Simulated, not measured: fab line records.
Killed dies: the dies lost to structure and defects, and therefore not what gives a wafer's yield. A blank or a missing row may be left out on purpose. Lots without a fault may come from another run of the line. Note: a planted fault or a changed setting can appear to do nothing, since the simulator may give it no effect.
fab line records || flow nand-harc
[record] {"lots": 6, "wafers": 18, "last-day": 23}
route steps=1159 shown P_GATE@156 END@1159
lots that met no fault: from a run of the same line without faults
start-h: the number of hours between the record's first day and the start of the first shown wafer of the lot || wait-h: hours elapsed since this lot's preceding step || " repeats the value in the row above || L1.1+2: several wafers, shown together as one row || - no value, or no start given || * or withheld: withheld || < > ~ a bound
route shown NAME@n: a module of which the file shows steps, and the number in the route of the first || usual: mean/standard deviation of fault-free wafers || same: alike in all rows || chamber/n: place in a boat || sites: each site's reading || _std_site: the values' standard deviation || _edge_site: mean of outer sites minus mean of inner sites || radius-mm: how far each site lies from the wafer's centre || mask NAME#n: copy n || behind: the tool/chamber that last shaped the wafer || hold: cause of the lot's hold/its duration in hours/its outcome || device: transistor that didn't switch, given as n, p or np || end of line: the route-end tests of the same wafers || step lacking rows: just its recipe || killed: dies that structure and defects cost at the first sort, which is not the same as the wafer's yield || map: per-die view of a wafer (x killed, . not killed, _ where there is no die)
set.NAME: the setting as run; set.NAME@STEP: as run at that earlier step || model.NAME: the simulator's own value behind a step, which no gauge read
lots at selected steps of the route; one table per step, one row per wafer
services: a tool's chamber out of use, with start hour (start-h, from the record's first day; less than 0 if before it), hours out, and reason
[[steps]]
[step NHARC_P_GATE_ETCHBACK_37]
[recipe] {"target-depth-a": 345, "time-s": 17.2, "chf3-flow-sccm": 50, "o2-flow-sccm": 10, "ar-flow-sccm": 200, "rf-w": 500, "bias-w": 200, "chemistry": "CHF3/O2"}
[usual] {"bias-w": "200.0/0.64", "drypump-motor-current-A": "5.6/0.45", "oes-product-au": "0.94/0.033", "rf-vpp-V": "370.5/2.6", "showerhead-plenum-p-Torr": "2.40/0.11", "throttle-valve-pct": "20.573/0.0096"}
{"lot.wafer": "L301.3", "tool": "rie-diel-11", "chamber": 3, "start-h": "-", "wait-h": "-", "bias-w": 200.0, "drypump-motor-current-A": 5.5, "oes-product-au": 0.99, "rf-hours-counter-h": 35, "rf-vpp-V": 372.8, "showerhead-plenum-p-Torr": 2.49, "throttle-valve-pct": 20.572}
{"lot.wafer": "L301.6", "tool": "rie-diel-11", "chamber": 0, "start-h": "-", "wait-h": "-", "bias-w": 200.9, "drypump-motor-current-A": 6.5, "oes-product-au": 1.00, "rf-hours-counter-h": "-", "rf-vpp-V": 366.4, "showerhead-plenum-p-Torr": 2.24, "throttle-valve-pct": 20.592}
{"lot.wafer": "L301.5", "tool": "rie-diel-11", "chamber": 1, "start-h": "-", "wait-h": "-", "bias-w": 200.2, "drypump-motor-current-A": 6.0, "oes-product-au": 1.01, "rf-hours-counter-h": "-", "rf-vpp-V": 367.4, "showerhead-plenum-p-Torr": 2.30, "throttle-valve-pct": 20.570}
{"lot.wafer": "L306.4", "tool": "rie-diel-06", "chamber": 1, "start-h": "-", "wait-h": "-", "bias-w": 199.5, "drypump-motor-current-A": 5.4, "oes-product-au": 0.95, "rf-hours-counter-h": 12, "rf-vpp-V": 370.7, "showerhead-plenum-p-Torr": 2.43, "throttle-valve-pct": 20.580}
{"lot.wafer": "L306.2", "tool": "rie-diel-06", "chamber": 2, "start-h": "-", "wait-h": "-", "bias-w": 200.1, "drypump-motor-current-A": 5.3, "oes-product-au": 0.95, "rf-hours-counter-h": 12, "rf-vpp-V": 374.1, "showerhead-plenum-p-Torr": 2.57, "throttle-valve-pct": 20.556}
{"lot.wafer": "L306.6", "tool": "rie-diel-06", "chamber": 0, "start-h": "-", "wait-h": "-", "bias-w": 200.9, "drypump-motor-current-A": 5.5, "oes-product-au": 0.93, "rf-hours-counter-h": "-", "rf-vpp-V": 366.9, "showerhead-plenum-p-Torr": 2.24, "throttle-valve-pct": 20.583}
{"lot.wafer": "L312.3", "tool": "rie-diel-06", "chamber": 0, "start-h": "-", "wait-h": "-", "bias-w": 200.2, "drypump-motor-current-A": 5.5, "oes-product-au": 0.92, "rf-hours-counter-h": 18, "rf-vpp-V": 366.2, "showerhead-plenum-p-Torr": 2.23, "throttle-valve-pct": 20.559}
{"lot.wafer": "L312.1", "tool": "rie-diel-06", "chamber": 3, "start-h": "-", "wait-h": "-", "bias-w": 200.3, "drypump-motor-current-A": 6.4, "oes-product-au": 0.92, "rf-hours-counter-h": 21, "rf-vpp-V": 370.3, "showerhead-plenum-p-Torr": 2.39, "throttle-valve-pct": 20.573}
{"lot.wafer": "L312.5", "tool": "rie-diel-06", "chamber": 0, "start-h": "-", "wait-h": "-", "bias-w": 201.3, "drypump-motor-current-A": 5.5, "oes-product-au": 0.91, "rf-hours-counter-h": "-", "rf-vpp-V": 365.8, "showerhead-plenum-p-Torr": 2.23, "throttle-valve-pct": 20.589}
{"lot.wafer": "L314.3", "tool": "rie-diel-09", "chamber": 3, "start-h": "-", "wait-h": "-", "bias-w": 199.1, "drypump-motor-current-A": 5.7, "oes-product-au": 0.91, "rf-hours-counter-h": 39, "rf-vpp-V": 368.1, "showerhead-plenum-p-Torr": 2.27, "throttle-valve-pct": 20.578}
{"lot.wafer": "L314.2", "tool": "rie-diel-09", "chamber": 0, "start-h": "-", "wait-h": "-", "bias-w": 199.4, "drypump-motor-current-A": 5.4, "oes-product-au": 0.91, "rf-hours-counter-h": 35, "rf-vpp-V": 370.4, "showerhead-plenum-p-Torr": 2.37, "throttle-valve-pct": 20.593}
{"lot.wafer": "L314.4", "tool": "rie-diel-09", "chamber": 2, "start-h": "-", "wait-h": "-", "bias-w": 199.9, "drypump-motor-current-A": 5.5, "oes-product-au": 0.93, "rf-hours-counter-h": 38, "rf-vpp-V": 370.6, "showerhead-plenum-p-Torr": 2.42, "throttle-valve-pct": 20.560}
{"lot.wafer": "L316.1", "tool": "rie-diel-06", "chamber": 0, "start-h": "-", "wait-h": "-", "bias-w": 200.6, "drypump-motor-current-A": 5.5, "oes-product-au": 0.92, "rf-hours-counter-h": 22, "rf-vpp-V": 366.8, "showerhead-plenum-p-Torr": 2.23, "throttle-valve-pct": 20.592}
{"lot.wafer": "L316.2", "tool": "rie-diel-06", "chamber": 3, "start-h": "-", "wait-h": "-", "bias-w": 199.2, "drypump-motor-current-A": 6.4, "oes-product-au": 0.92, "rf-hours-counter-h": 25, "rf-vpp-V": 369.6, "showerhead-plenum-p-Torr": 2.39, "throttle-valve-pct": 20.574}
{"lot.wafer": "L316.5", "tool": "rie-diel-06", "chamber": 0, "start-h": "-", "wait-h": "-", "bias-w": 200.8, "drypump-motor-current-A": 5.5, "oes-product-au": 0.92, "rf-hours-counter-h": "-", "rf-vpp-V": 366.9, "showerhead-plenum-p-Torr": 2.23, "throttle-valve-pct": 20.564}
{"lot.wafer": "L321.3", "tool": "rie-diel-11", "chamber": 3, "start-h": "-", "wait-h": "-", "bias-w": 199.8, "drypump-motor-current-A": 5.5, "oes-product-au": 0.93, "rf-hours-counter-h": 8, "rf-vpp-V": 373.8, "showerhead-plenum-p-Torr": 2.48, "throttle-valve-pct": 20.581}
{"lot.wafer": "L321.1", "tool": "rie-diel-11", "chamber": 0, "start-h": "-", "wait-h": "-", "bias-w": 199.0, "drypump-motor-current-A": 6.5, "oes-product-au": 0.93, "rf-hours-counter-h": 8, "rf-vpp-V": 373.9, "showerhead-plenum-p-Torr": 2.59, "throttle-valve-pct": 20.574}
{"lot.wafer": "L321.4", "tool": "rie-diel-11", "chamber": 3, "start-h": "-", "wait-h": "-", "bias-w": 199.4, "drypump-motor-current-A": 5.5, "oes-product-au": 0.92, "rf-hours-counter-h": "-", "rf-vpp-V": 371.6, "showerhead-plenum-p-Torr": 2.48, "throttle-valve-pct": 20.573}
[step NHARC_P_GATE_STRIP_101]
[recipe] {"time-s": 20, "o2-flow-sccm": 500, "ar-flow-sccm": 0, "bias-w": 0, "chemistry": "O2"}
[usual] {"drypump-motor-current-A": "5.6/0.44", "oes-product-au": "0.996/0.0089", "rf-vpp-V": "57.8/0.94", "showerhead-plenum-p-Torr": "3.52/0.16", "throttle-valve-pct": "17.036/0.0092"}
[same] {"bias-w": 0}
{"lot.wafer": "L301.3", "tool": "rie-diel-11", "chamber": 1, "start-h": 114.48, "wait-h": 0.1, "drypump-motor-current-A": 6.0, "oes-product-au": 1.006, "rf-hours-counter-h": 33, "rf-vpp-V": 57.2, "showerhead-plenum-p-Torr": 3.38, "throttle-valve-pct": 17.041}
{"lot.wafer": "L301.5", "tool": "rie-diel-11", "chamber": 2, "start-h": 114.48, "wait-h": 0.1, "drypump-motor-current-A": 5.9, "oes-product-au": 1.001, "rf-hours-counter-h": "-", "rf-vpp-V": 56.4, "showerhead-plenum-p-Torr": 3.29, "throttle-valve-pct": 17.043}
{"lot.wafer": "L301.6", "tool": "rie-diel-11", "chamber": 3, "start-h": 114.48, "wait-h": 0.1, "drypump-motor-current-A": 5.5, "oes-product-au": 0.989, "rf-hours-counter-h": "-", "rf-vpp-V": 57.2, "showerhead-plenum-p-Torr": 3.65, "throttle-valve-pct": 17.037}
{"lot.wafer": "L306.4", "tool": "rie-diel-06", "chamber": 1, "start-h": 137.15, "wait-h": 0.1, "drypump-motor-current-A": 5.4, "oes-product-au": 0.995, "rf-hours-counter-h": 12, "rf-vpp-V": 59.6, "showerhead-plenum-p-Torr": 3.56, "throttle-valve-pct": 17.041}
{"lot.wafer": "L306.2", "tool": "rie-diel-06", "chamber": 2, "start-h": 137.15, "wait-h": 0.1, "drypump-motor-current-A": 5.3, "oes-product-au": 0.999, "rf-hours-counter-h": 12, "rf-vpp-V": 59.0, "showerhead-plenum-p-Torr": 3.77, "throttle-valve-pct": 17.049}
{"lot.wafer": "L306.6", "tool": "rie-diel-06", "chamber": 0, "start-h": 137.15, "wait-h": 0.1, "drypump-motor-current-A": 5.5, "oes-product-au": 0.991, "rf-hours-counter-h": "-", "rf-vpp-V": 56.2, "showerhead-plenum-p-Torr": 3.29, "throttle-valve-pct": 17.022}
{"lot.wafer": "L312.3", "tool": "rie-diel-06", "chamber": 3, "start-h": 181.29, "wait-h": 0.1, "drypump-motor-current-A": 6.4, "oes-product-au": 1.006, "rf-hours-counter-h": 22, "rf-vpp-V": 58.7, "showerhead-plenum-p-Torr": 3.51, "throttle-valve-pct": 17.023}
{"lot.wafer": "L312.1", "tool": "rie-diel-06", "chamber": 0, "start-h": 181.29, "wait-h": 0.1, "drypump-motor-current-A": 5.5, "oes-product-au": 0.988, "rf-hours-counter-h": 18, "rf-vpp-V": 57.1, "showerhead-plenum-p-Torr": 3.29, "throttle-valve-pct": 17.026}
{"lot.wafer": "L312.5", "tool": "rie-diel-06", "chamber": 3, "start-h": 181.29, "wait-h": 0.1, "drypump-motor-current-A": 6.4, "oes-product-au": 0.997, "rf-hours-counter-h": "-", "rf-vpp-V": 57.4, "showerhead-plenum-p-Torr": 3.51, "throttle-valve-pct": 17.032}
{"lot.wafer": "L314.3", "tool": "rie-diel-09", "chamber": 0, "start-h": 192.58, "wait-h": 0.1, "drypump-motor-current-A": 5.5, "oes-product-au": 0.979, "rf-hours-counter-h": 35, "rf-vpp-V": 56.7, "showerhead-plenum-p-Torr": 3.48, "throttle-valve-pct": 17.032}
{"lot.wafer": "L314.2", "tool": "rie-diel-09", "chamber": 2, "start-h": 192.58, "wait-h": 0.1, "drypump-motor-current-A": 5.5, "oes-product-au": 1.009, "rf-hours-counter-h": 38, "rf-vpp-V": 56.6, "showerhead-plenum-p-Torr": 3.55, "throttle-valve-pct": 17.037}
{"lot.wafer": "L314.4", "tool": "rie-diel-09", "chamber": 3, "start-h": 192.58, "wait-h": 0.1, "drypump-motor-current-A": 5.7, "oes-product-au": 1.001, "rf-hours-counter-h": 39, "rf-vpp-V": 58.1, "showerhead-plenum-p-Torr": 3.35, "throttle-valve-pct": 17.021}
{"lot.wafer": "L316.1", "tool": "rie-diel-06", "chamber": 1, "start-h": 197.74, "wait-h": 0.1, "drypump-motor-current-A": 5.4, "oes-product-au": 0.995, "rf-hours-counter-h": 23, "rf-vpp-V": 59.2, "showerhead-plenum-p-Torr": 3.56, "throttle-valve-pct": 17.048}
{"lot.wafer": "L316.2", "tool": "rie-diel-06", "chamber": 0, "start-h": 197.74, "wait-h": 0.1, "drypump-motor-current-A": 5.5, "oes-product-au": 0.989, "rf-hours-counter-h": 22, "rf-vpp-V": 57.0, "showerhead-plenum-p-Torr": 3.29, "throttle-valve-pct": 17.027}
{"lot.wafer": "L316.5", "tool": "rie-diel-06", "chamber": 2, "start-h": 197.74, "wait-h": 0.1, "drypump-motor-current-A": 5.3, "oes-product-au": 1.002, "rf-hours-counter-h": "-", "rf-vpp-V": 58.6, "showerhead-plenum-p-Torr": 3.77, "throttle-valve-pct": 17.031}
{"lot.wafer": "L321.1", "tool": "rie-diel-11", "chamber": 3, "start-h": 222.34, "wait-h": 0.1, "drypump-motor-current-A": 5.5, "oes-product-au": 0.990, "rf-hours-counter-h": 8, "rf-vpp-V": 57.5, "showerhead-plenum-p-Torr": 3.63, "throttle-valve-pct": 17.042}
{"lot.wafer": "L321.3", "tool": "rie-diel-11", "chamber": 0, "start-h": 222.34, "wait-h": 0.1, "drypump-motor-current-A": 6.5, "oes-product-au": 0.971, "rf-hours-counter-h": 8, "rf-vpp-V": 58.1, "showerhead-plenum-p-Torr": 3.80, "throttle-valve-pct": 17.029}
{"lot.wafer": "L321.4", "tool": "rie-diel-11", "chamber": 3, "start-h": 222.34, "wait-h": 0.1, "drypump-motor-current-A": 5.5, "oes-product-au": 0.996, "rf-hours-counter-h": "-", "rf-vpp-V": 56.9, "showerhead-plenum-p-Torr": 3.63, "throttle-valve-pct": 17.032}
[step NHARC_P_GATE_PRECLEAN_97]
[recipe] {"time-s": 600, "temp-c": 120, "chemistry": "SPM"}
[step NHARC_P_GATE_SRD_98]
[step NHARC_P_GATE_PRECLEAN_99]
[recipe] {"time-s": "*", "temp-c": 50, "bath-age-min": 0, "chemistry": "SC1"}
[step NHARC_P_GATE_SRD_100]
[step NHARC_P_GATE_DEHYDRATE_38]
[recipe] {"temp-c": 150, "time-s": 120}
[step NHARC_P_GATE_HMDS_39]
[recipe] {"time-s": 30}
[step NHARC_P_GATE_COAT_40]
[recipe] {"spin-rpm": 3000}
[step NHARC_P_GATE_SOFTBAKE_41]
[recipe] {"temp-c": 122, "time-s": 95}
[step NHARC_P_GATE_EBR_42]
[step NHARC_P_GATE_EXPOSE_43]
[recipe] {"na": 0.6, "target-cd-nm": 720, "dose-mj": 14.81, "mask-id": "P_NSD"}
[step NHARC_P_GATE_PEB_44]
[recipe] {"peb-temp-c": 118, "peb-time-s": 85}
[usual] {"exhaust-pa": "44.9/0.91", "heater-power-total-W": "163.99/0.29", "plate-temp-C": "117.99/0.15"}
{"lot.wafer": "L301.3", "tool": "litho-track-02", "chamber": 0, "start-h": 115.32, "wait-h": 0.0, "exhaust-pa": 46.0, "heater-power-total-W": 163.59, "plate-temp-C": 118.04}
{"lot.wafer": "L301.5", "tool": "litho-track-02", "chamber": 0, "start-h": 115.32, "wait-h": 0.0, "exhaust-pa": 45.1, "heater-power-total-W": 163.85, "plate-temp-C": 118.06}
{"lot.wafer": "L301.6", "tool": "litho-track-02", "chamber": 0, "start-h": 115.32, "wait-h": 0.0, "exhaust-pa": 45.3, "heater-power-total-W": 163.65, "plate-temp-C": 118.07}
{"lot.wafer": "L306.2", "tool": "litho-track-05", "chamber": 0, "start-h": 137.98, "wait-h": 0.1, "exhaust-pa": 43.4, "heater-power-total-W": 163.74, "plate-temp-C": 117.97}
{"lot.wafer": "L306.4", "tool": "litho-track-05", "chamber": 0, "start-h": 137.98, "wait-h": 0.1, "exhaust-pa": 43.4, "heater-power-total-W": 163.73, "plate-temp-C": 118.07}
{"lot.wafer": "L306.6", "tool": "litho-track-05", "chamber": 0, "start-h": 137.98, "wait-h": 0.1, "exhaust-pa": 44.2, "heater-power-total-W": 163.93, "plate-temp-C": 117.97}
{"lot.wafer": "L312.1", "tool": "litho-track-05", "chamber": 0, "start-h": 182.12, "wait-h": 0.1, "exhaust-pa": 44.2, "heater-power-total-W": 162.67, "plate-temp-C": 117.32}
{"lot.wafer": "L312.3", "tool": "litho-track-05", "chamber": 0, "start-h": 182.12, "wait-h": 0.1, "exhaust-pa": 43.2, "heater-power-total-W": 162.92, "plate-temp-C": 117.22}
{"lot.wafer": "L312.5", "tool": "litho-track-05", "chamber": 0, "start-h": 182.12, "wait-h": 0.1, "exhaust-pa": 43.8, "heater-power-total-W": 162.56, "plate-temp-C": 117.07}
{"lot.wafer": "L314.2", "tool": "litho-track-05", "chamber": 0, "start-h": 193.28, "wait-h": 0.1, "exhaust-pa": 45.4, "heater-power-total-W": 162.82, "plate-temp-C": 117.12}
{"lot.wafer": "L314.3", "tool": "litho-track-05", "chamber": 0, "start-h": 193.28, "wait-h": 0.1, "exhaust-pa": 45.1, "heater-power-total-W": 162.28, "plate-temp-C": 117.31}
{"lot.wafer": "L314.4", "tool": "litho-track-05", "chamber": 0, "start-h": 193.28, "wait-h": 0.1, "exhaust-pa": 46.2, "heater-power-total-W": 162.23, "plate-temp-C": 117.23}
{"lot.wafer": "L316.1", "tool": "litho-track-02", "chamber": 0, "start-h": 198.57, "wait-h": 0.1, "exhaust-pa": 43.4, "heater-power-total-W": 164.22, "plate-temp-C": 118.01}
{"lot.wafer": "L316.2", "tool": "litho-track-02", "chamber": 0, "start-h": 198.57, "wait-h": 0.1, "exhaust-pa": 43.6, "heater-power-total-W": 163.63, "plate-temp-C": 118.04}
{"lot.wafer": "L316.5", "tool": "litho-track-02", "chamber": 0, "start-h": 198.57, "wait-h": 0.1, "exhaust-pa": 44.6, "heater-power-total-W": 163.65, "plate-temp-C": 117.98}
{"lot.wafer": "L321.1", "tool": "litho-track-02", "chamber": 0, "start-h": 223.19, "wait-h": 0.1, "exhaust-pa": 44.8, "heater-power-total-W": 163.91, "plate-temp-C": 117.72}
{"lot.wafer": "L321.3", "tool": "litho-track-02", "chamber": 0, "start-h": 223.19, "wait-h": 0.1, "exhaust-pa": 44.7, "heater-power-total-W": 163.57, "plate-temp-C": 117.83}
{"lot.wafer": "L321.4", "tool": "litho-track-02", "chamber": 0, "start-h": 223.19, "wait-h": 0.1, "exhaust-pa": 45.7, "heater-power-total-W": 164.08, "plate-temp-C": 117.86}
[step NHARC_P_GATE_DEVELOP_45]
[recipe] {"time-s": 70}
[step NHARC_END_SORT_01]
[recipe] {"temp-c": 25}
[usual] {"killed-at-array": "29/11", "killed-at-other": "0.7/1.1", "killed-at-periphery": "2.9/2.2", "killed-dies": "33/11", "killed-open": "3.1/1.8", "killed-short": "1.9/1.4"}
[same] {"gross-dies": 677}
{"lot.wafer": "L312.1", "tool": "prober-01", "chamber": 0, "start-h": 505.88, "wait-h": 2.5, "killed-at-array": 29, "killed-at-other": 0, "killed-at-periphery": 2, "killed-dies": 31, "killed-open": 3, "killed-short": 2}
{"lot.wafer": "L312.3", "tool": "prober-01", "chamber": 0, "start-h": 507.46, "wait-h": 3.1, "killed-at-array": 20, "killed-at-other": 1, "killed-at-periphery": 1, "killed-dies": 22, "killed-open": 1, "killed-short": 2}
{"lot.wafer": "L312.5", "tool": "prober-01", "chamber": 0, "start-h": 509.05, "wait-h": 3.7, "killed-at-array": 27, "killed-at-other": 0, "killed-at-periphery": 2, "killed-dies": 29, "killed-open": 5, "killed-short": 1}
// killed by level:class
L312.1 A_CHANNEL_HOLE_D1:chamber-film-flake=17 A_CHANNEL_FILL_D1:chamber-film-flake=4 A_CONTACT:chamber-film-flake=3 A_CONTACT:geometric-particle:open=2 P_CONTACT:geometric-particle:short=1 A_CHANNEL_FILL_D1:geometric-particle:short=1 A_BLC:geometric-particle:open=1 P_ZERO_WELL:chamber-film-flake=1
L312.3 A_CHANNEL_HOLE_D1:chamber-film-flake=15 A_STAIRCASE:chamber-film-flake=2 P_M0:geometric-particle:short=1 A_CHANNEL_FILL_D1:geometric-particle:short=1 A_M0:geometric-particle:open=1 A_CONTACT:chamber-film-flake=1 THIN_TSV:chamber-film-flake=1
L312.5 A_CHANNEL_HOLE_D1:chamber-film-flake=17 A_CONTACT:chamber-film-flake=4 A_CONTACT:geometric-particle:open=2 P_M0:geometric-particle:short=1 A_SOURCE_PLATE:geometric-particle:open=1 A_CHANNEL_HOLE_D1:geometric-particle:open=1 A_M0:geometric-particle:open=1 P_GATE:chamber-film-flake=1
[[services]]
{"tool": "rie-diel-06", "chamber": 0, "start-h": 97.70, "hours": "-", "kind": "clean"}
{"tool": "rie-diel-06", "chamber": 1, "start-h": 97.70, "hours": "-", "kind": "clean"}
{"tool": "rie-diel-06", "chamber": 2, "start-h": 97.70, "hours": "-", "kind": "clean"}
{"tool": "rie-diel-06", "chamber": 3, "start-h": 97.70, "hours": "-", "kind": "clean"}
{"tool": "rie-diel-06", "chamber": 0, "start-h": 105.37, "hours": 14.6, "kind": "repair"}
{"tool": "rie-diel-06", "chamber": 0, "start-h": 122.20, "hours": "-", "kind": "clean"}
{"tool": "rie-diel-06", "chamber": 1, "start-h": 122.20, "hours": "-", "kind": "clean"}
{"tool": "rie-diel-06", "chamber": 2, "start-h": 122.20, "hours": "-", "kind": "clean"}
{"tool": "rie-diel-06", "chamber": 3, "start-h": 122.20, "hours": "-", "kind": "clean"}
{"tool": "rie-diel-06", "chamber": 0, "start-h": 146.70, "hours": "-", "kind": "clean"}
{"tool": "rie-diel-06", "chamber": 1, "start-h": 146.70, "hours": "-", "kind": "clean"}
{"tool": "rie-diel-06", "chamber": 2, "start-h": 146.70, "hours": "-", "kind": "clean"}
{"tool": "rie-diel-06", "chamber": 3, "start-h": 146.70, "hours": "-", "kind": "clean"}
{"tool": "litho-track-02", "chamber": "-", "start-h": 165.00, "hours": 7.0, "kind": "pm"}
{"tool": "rie-diel-11", "chamber": 3, "start-h": 170.06, "hours": 4.1, "kind": "repair"}
{"tool": "rie-diel-06", "chamber": 0, "start-h": 171.20, "hours": "-", "kind": "clean"}
{"tool": "rie-diel-06", "chamber": 1, "start-h": 171.20, "hours": "-", "kind": "clean"}
{"tool": "rie-diel-11", "chamber": 2, "start-h": 178.22, "hours": 28.1, "kind": "repair"}
{"tool": "rie-diel-11", "chamber": "-", "start-h": 189.57, "hours": 9.0, "kind": "pm"}
{"tool": "rie-diel-09", "chamber": 0, "start-h": 195.54, "hours": 6.6, "kind": "repair"}
{"tool": "rie-diel-09", "chamber": 2, "start-h": 206.77, "hours": 3.1, "kind": "repair"}
{"tool": "rie-diel-11", "chamber": 2, "start-h": 215.98, "hours": 7.2, "kind": "repair"}
{"tool": "rie-diel-06", "chamber": "-", "start-h": 221.35, "hours": 1.5, "kind": "repair"}
{"tool": "rie-diel-11", "chamber": 3, "start-h": 222.43, "hours": 15.8, "kind": "repair"}
[[key]]
[first-sign] {"step": "NHARC_P_GATE_PEB_44", "reading": "plate-temp-C", "direction": "down", "sigmas": 5.3, "usual": "*", "struck": "*"}
[effect] {"step": "NHARC_P_GATE_PEB_44", "reading": "heater-power-total-W", "direction": "down", "sigmas": 4.9, "usual": "*", "struck": "*"}
met-at NHARC_P_GATE_PEB_44
struck-wafers L312.1,L312.3,L312.5,L314.2,L314.3,L314.4
tester-left-out L312,L314
onset-between 137.98 182.12
[fault] {"kind": "process-parameter-drift", "tool": "litho-track-05", "chamber": "-", "onset-h": 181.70, "steps": "NHARC_P_GATE_PEB_44", "channel": "peb-temp-c", "offset": "*", "shape": "step", "end-h": 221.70, "acts-in": "*", "stated": "*"}
// tester-left-out: of these lots the tester's yield and bins aren't shown, on N5 and GAA mostly nor the transistor test; their killed dies are dies lost to structure and defects alone, not to doping, threshold or leakage, so they don't give the yield
